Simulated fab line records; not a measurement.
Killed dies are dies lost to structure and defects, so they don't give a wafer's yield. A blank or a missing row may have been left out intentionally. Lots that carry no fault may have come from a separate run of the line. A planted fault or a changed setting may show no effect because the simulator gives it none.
Comparing a struck lot with a sound one	flow nand-harc	15 out of 1302 route steps
Sound: the wafers L327.1, L327.2, L327.4. Wafers L338.1, L338.2, L338.6 were the ones struck. The cause is named last.
At each step with rows: each side's tool, then ch and its chambers, then its first start. Under that, the readings that differ: sound wafers	struck wafers	difference of the means	sigmas: that difference in standard deviations of wafers without a fault.
alike: readings whose means differ by less than 2 such deviations, and words and numbers that are the same on both sides. not compared: withheld readings, readings that some wafer has no value for, bounds like >300 that may hide the same value, and numbers for which the record gives no deviation and whose values overlap.
Wherever a step has rows on one side only, a row that says differs or no value, or a row with sigmas, the two part there. When numbers do not overlap yet have no deviation, they are printed without sigmas and do not part them. A reading that every wafer of one side lacks parts them only if that side has two wafers or more.

first, 1 step without rows for these wafers: NHARC_A_CHANNEL_HOLE_D2_ETCH_20 (etches the open film in C4F8/O2/Ar, time 361.9 s, target depth 1600 nm).
NHARC_A_CHANNEL_HOLE_D2_ETCH_21: etches the open film in C4F8/O2/Ar, time 514.3 s, target depth 1600 nm.
  sound on har-etch-02 ch 0,1, day 13 04:43; struck on har-etch-02 ch 0,1, day 18 06:05
  alike: drypump-motor-current-A, mfc-ar-sccm, showerhead-plenum-p-Torr, throttle-valve-pct
  not compared: rf-hours-counter-h
NHARC_A_CHANNEL_HOLE_D2_ETCH_22: etches the open film in C4F8/O2/Ar, time 666.7 s, target depth 1600 nm.
  sound on har-etch-02 ch 0,1, day 13 05:09; struck on har-etch-02 ch 0,1, day 18 06:31
  alike: drypump-motor-current-A, mfc-ar-sccm, showerhead-plenum-p-Torr, throttle-valve-pct
  not compared: rf-hours-counter-h
NHARC_A_CHANNEL_HOLE_D2_ETCH_23: etches the open film in C4F8/O2/Ar, time 819 s, target depth 1600 nm.
  sound on har-etch-02 ch 0,1, day 13 05:43; struck on har-etch-02 ch 0,1, day 18 07:05
  alike: drypump-motor-current-A, mfc-ar-sccm, showerhead-plenum-p-Torr, throttle-valve-pct
  not compared: rf-hours-counter-h
then, 2 steps without rows for these wafers: NHARC_A_CHANNEL_HOLE_D2_ETCH_24 (etches the open film in C4F8/O2/Ar, time 906.2 s, target depth 1500 nm); NHARC_A_CHANNEL_HOLE_D2_ETCH_25 (etches the open film in C4F8/O2/Ar, time 1040.2 s, target depth 1500 nm).
NHARC_A_CHANNEL_HOLE_D2_ETCH_26: etches the open film in C4F8/O2/Ar, time 224.1 s, target depth 300 nm.
  sound on har-etch-02 ch 0,1, day 13 08:05; struck on har-etch-02 ch 0,1, day 18 09:25
reading	sound	struck	difference	sigmas
throttle-valve-pct (%)	24.595 24.590 24.610	24.570 24.588 24.574	-0.021	-2
  alike: drypump-motor-current-A, mfc-ar-sccm, showerhead-plenum-p-Torr
  not compared: rf-hours-counter-h
then, 4 steps without rows for these wafers: NHARC_A_CHANNEL_HOLE_D2_ETCH_27 (etches the open film in C4F8/O2/Ar, time 90 s, target depth 400 nm); NHARC_A_CHANNEL_HOLE_D2_STRIP_41 (strips in N2/H2); NHARC_A_CHANNEL_HOLE_D2_STRIP_42 (strips in CF4/CHF3); NHARC_A_CHANNEL_HOLE_D2_STRIP_43 (strips in O2/COS).
NHARC_A_CHANNEL_HOLE_D2_ETCH_44: etches the open film in CF4/O2, target depth 140 nm, overetch 14 nm, time 77 s.
  sound on rie-diel-11 ch 0,2,3, day 13 09:02; struck on rie-diel-11 ch 1,2,3, day 18 10:22
  alike: drypump-motor-current-A, mfc-ar-sccm, oes_f_703_au, oes-product-au, rf-vpp-V, showerhead-plenum-p-Torr, throttle-valve-pct
  not compared: rf-hours-counter-h
NHARC_A_CHANNEL_HOLE_D2_STRIP_28: strips in O2.
  sound on rie-diel-11 ch 1,2,3, day 13 09:11; struck on rie-diel-11 ch 2,3, day 18 10:28
reading	sound	struck	difference	sigmas
chamber-pressure-mTorr (mTorr)	60.00 59.99 59.99	63.19 63.15 63.23	+3.20	+58
  alike: drypump-motor-current-A, mfc-ar-sccm, oes-product-au, rf-vpp-V, showerhead-plenum-p-Torr, throttle-valve-pct
  not compared: rf-hours-counter-h
then, 1 step without rows for these wafers: NHARC_A_CHANNEL_HOLE_D2_PRECLEAN_29 (cleans in SC1).
NHARC_END_SORT_01:
  the record has rows for the sound wafers here (prober-01 ch 0, day 24 02:47) and none for the struck ones

== WHERE THEY PART ==
Last at NHARC_END_SORT_01 as far as this record goes, first at NHARC_A_CHANNEL_HOLE_D2_ETCH_26.

WHY: the cause the simulator had injected
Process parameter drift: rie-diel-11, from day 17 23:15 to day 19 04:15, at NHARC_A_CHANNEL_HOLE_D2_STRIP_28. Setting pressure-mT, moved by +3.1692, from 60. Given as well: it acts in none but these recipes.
